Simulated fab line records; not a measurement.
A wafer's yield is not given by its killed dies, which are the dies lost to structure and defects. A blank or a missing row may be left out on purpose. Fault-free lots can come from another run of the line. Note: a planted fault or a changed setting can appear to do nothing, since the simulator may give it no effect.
What tool caused it? | flow nand-harc | 18 wafers from 6 lots sampled at 2 of the route's 1302 steps

## WHAT THE GAUGES READ, wafer by wafer
NHARC_A_CHANNEL_HOLE_D1_INSPECT_12.
lot  | measured     | on                | raw-defect-count
L507 | day 8 13:27  | defect-inspect-02 | 3 5 2
L512 | day 10 08:05 | defect-inspect-02 | 4 5 5
L515 | day 11 19:41 | defect-inspect-01 | 6 6 4
L518 | day 12 20:04 | defect-inspect-02 | 4 4 7
L522 | day 14 14:07 | defect-inspect-02 | 15 24 18
L530 | day 17 21:03 | defect-inspect-02 | 6 10 6

## TOOL THAT RAN EACH LOT (tool first, then ch and the chambers of the sampled wafers, then the start)
lot  | NHARC_A_CHANNEL_HOLE_D1_DEP_00
L507 | acl-dep-02 ch 0, day 8 11:10
L512 | acl-dep-03 ch 0, day 10 05:17
L515 | acl-dep-02 ch 0, day 11 16:55
L518 | acl-dep-01 ch 0, day 12 17:17
L522 | acl-dep-02 ch 0, day 14 11:59
L530 | acl-dep-02 ch 0, day 17 18:43
- NHARC_A_CHANNEL_HOLE_D1_DEP_00: deposits aC, target thk 3100 nm.

## THE ANSWER, worked out from the rows above alone
Rule: the lots themselves supply what counts as usual. Put in order of their means at a reading, lots are off if they are a third of the lots or fewer, leave a main group of 4 or more, and stand apart from it by a gap of 3 or more times the standard deviation of the main group's means; of several such gaps the widest counts. If all means in a main group match to the digits the tables above print for the reading, that group is not used. A lot without any number at a reading at which 4 lots or more have one is off too. All remaining lots with rows at the step are treated as sound.
Off at NHARC_A_CHANNEL_HOLE_D1_INSPECT_12 (raw-defect-count): L522. Mean 5.1 and standard deviation 1.3 in the main group.
A tool fits if, at a process step before that reading, it ran every lot that is off, and no sound lot after the first of them. The gauges at NHARC_A_CHANNEL_HOLE_D1_INSPECT_12 are tried like those tools. Of those tried, none fits.

## WHAT WAS PUT IN BY THE SIMULATOR
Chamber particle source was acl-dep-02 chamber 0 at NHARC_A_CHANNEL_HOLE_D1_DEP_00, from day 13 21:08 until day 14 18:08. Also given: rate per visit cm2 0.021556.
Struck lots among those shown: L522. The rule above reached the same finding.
